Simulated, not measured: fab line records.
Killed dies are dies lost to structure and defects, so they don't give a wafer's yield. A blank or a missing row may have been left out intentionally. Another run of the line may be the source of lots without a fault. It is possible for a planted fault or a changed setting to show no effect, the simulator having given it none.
Matching of chambers | flow n5Finfet | N5_BEOL_M7_STRIP_67 on rieDiel-03 has 4 sister chambers
The step strips in CF4. 18 wafers are shown with their chamber, then 9 later ones without.

## EACH WAFER AND ITS CHAMBER
wafer  | chamber | showerheadPlenumPTorr (Torr) | drypumpMotorCurrentA (A) | throttleValvePct (%)
L075.3 | 0       | 1.75                         | 6.4                      | 13.31
L075.4 | 0       | 1.75                         | 6.4                      | 13.31
L075.6 | 2       | 1.70                         | 6.1                      | 13.60
L076.1 | 1       | 1.82                         | 6.0                      | 13.76
L076.2 | 2       | 1.70                         | 6.0                      | 13.58
L076.6 | 2       | 1.70                         | 6.0                      | 13.61
L077.3 | 3       | 1.74                         | 5.7                      | 13.95
L077.4 | 2       | 1.70                         | 6.1                      | 13.60
L077.5 | 1       | 1.82                         | 6.0                      | 13.73
L078.1 | 1       | 1.82                         | 6.0                      | 13.75
L078.2 | 0       | 1.75                         | 6.4                      | 13.31
L078.4 | 2       | 1.70                         | 6.1                      | 13.60
L082.2 | 2       | 1.70                         | 6.0                      | 13.61
L082.4 | 0       | 1.75                         | 6.4                      | 13.35
L082.5 | 2       | 1.70                         | 6.1                      | 13.62
L084.4 | 2       | 1.70                         | 6.1                      | 13.63
L084.5 | 1       | 1.81                         | 6.0                      | 13.78
L084.6 | 0       | 1.75                         | 6.4                      | 13.36

SIGNATURES (averages over the wafers above)
reading               | chamber 0 | chamber 1 | chamber 2 | chamber 3 | scatter within a chamber
showerheadPlenumPTorr | 1.7500    | 1.8175    | 1.7000    | 1.7400    | 0.00231
drypumpMotorCurrentA  | 6.400     | 6.000     | 6.062     | 5.700     | 0.0366
throttleValvePct      | 13.3280   | 13.7550   | 13.6062   | 13.9500   | 0.0196
Rule: distance of a wafer from a chamber = root of the sum over the readings of ((wafer's reading minus chamber's mean) / reading's scatter) squared. The wafer belongs to the nearest chamber; if the next one is less than 2 further off, it can't be placed. The scatter is the square root of a quotient: the sum, over the shown wafers, of each reading's squared deviation from its chamber's mean, divided by wafers minus chambers.

## WAFERS WHOSE CHAMBER IS MISSING
wafer  | showerheadPlenumPTorr (Torr) | drypumpMotorCurrentA (A) | throttleValvePct (%)
L088.1 | 1.69                         | 6.1                      | 13.65
L088.3 | 1.81                         | 5.9                      | 13.81
L088.4 | 1.75                         | 6.4                      | 13.37
L091.4 | 1.74                         | 6.4                      | 13.38
L091.5 | 1.69                         | 6.0                      | 13.65
L091.6 | 1.73                         | 5.7                      | 14.01
L096.3 | 1.74                         | 6.4                      | 13.42
L096.5 | 1.73                         | 5.7                      | 14.04
L096.6 | 1.80                         | 6.0                      | 13.85

## WHICH CHAMBER EACH WENT THROUGH
wafer  | from the rows above | in truth
L088.1 | 2                   | 2
L088.3 | 1                   | 1
L088.4 | 0                   | 0
L091.4 | 0                   | 0
L091.5 | 2                   | 2
L091.6 | 3                   | 3
L096.3 | 0                   | 0
L096.5 | 3                   | 3
L096.6 | 1                   | 1
Correctly placed: 9 of 9. From these rows, 0 cannot be placed. Placed wrongly: 0.
